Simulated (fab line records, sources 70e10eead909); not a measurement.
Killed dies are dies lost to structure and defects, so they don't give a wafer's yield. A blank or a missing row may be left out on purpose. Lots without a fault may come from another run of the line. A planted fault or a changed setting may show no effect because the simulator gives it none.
A struck lot beside a sound one | flow nand_harc | 13 steps out of a route of 1159
Sound: wafers L618.2, L618.3, L618.4. Struck: wafers L624.2, L624.4, L624.5. The cause comes at the end.
At each step with rows: each side's tool, then ch and its chambers, then its first start. Under that, the readings that differ: sound wafers | struck wafers | difference of the means | sigmas: that difference in standard deviations of wafers without a fault.
alike: readings whose means differ by less than 2 such deviations, and words and numbers that are the same on both sides. not compared: withheld readings, readings that some wafer has no value for, bounds like >300 that may hide the same value, and numbers for which the record gives no deviation and whose values overlap.
The two part at a step that has a row with sigmas, a row that says differs or no value, or rows on one side only. Numbers that don't overlap but have no deviation are shown without sigmas and don't part them. A reading that every wafer of one side lacks parts them only if that side has two wafers or more.

NHARC_THIN_TSV_THK_MEAS_02: measures by ir.
  sound on film_metro-01, day 20 23:47; struck on film_metro-01, day 22 19:34
  alike: thk_nm
then, 3 steps without rows for these wafers: NHARC_THIN_TSV_SRD_03; NHARC_THIN_TSV_PRECLEAN_41 (cleans in SC1); NHARC_THIN_TSV_SRD_42.
NHARC_THIN_TSV_DEP_43: deposits SiO2, target thk 1328.5 nm.
  sound on pecvd-04 ch 0,1,2, day 21 00:01; struck on pecvd-03 ch 0,1, day 22 20:11
  alike: throttle_valve_pct
  not compared: since_wet_clean_h
then, 7 steps without rows for these wafers: NHARC_THIN_TSV_DEHYDRATE_04 (time 120 s); NHARC_THIN_TSV_HMDS_05 (time 30 s); NHARC_THIN_TSV_COAT_06; NHARC_THIN_TSV_SOFTBAKE_07 (time 95 s); NHARC_THIN_TSV_EBR_08; NHARC_THIN_TSV_EXPOSE_09 (exposes mask TSV); NHARC_THIN_TSV_PEB_10 (peb time 85 s).
NHARC_THIN_TSV_DEVELOP_11: time 70 s.
  sound on litho_track-03 ch 0, day 21 00:00; struck on litho_track-05, day 22 20:00
  no value came back on the struck wafers for chill_plate_temp_C (C), exhaust_pa (Pa); on the sound wafers chill_plate_temp_C (C) reads 22.98 23.13 23.07

WHERE THEY PART
Only at NHARC_THIN_TSV_DEVELOP_11, within this record.

WHY: what the simulator had put in
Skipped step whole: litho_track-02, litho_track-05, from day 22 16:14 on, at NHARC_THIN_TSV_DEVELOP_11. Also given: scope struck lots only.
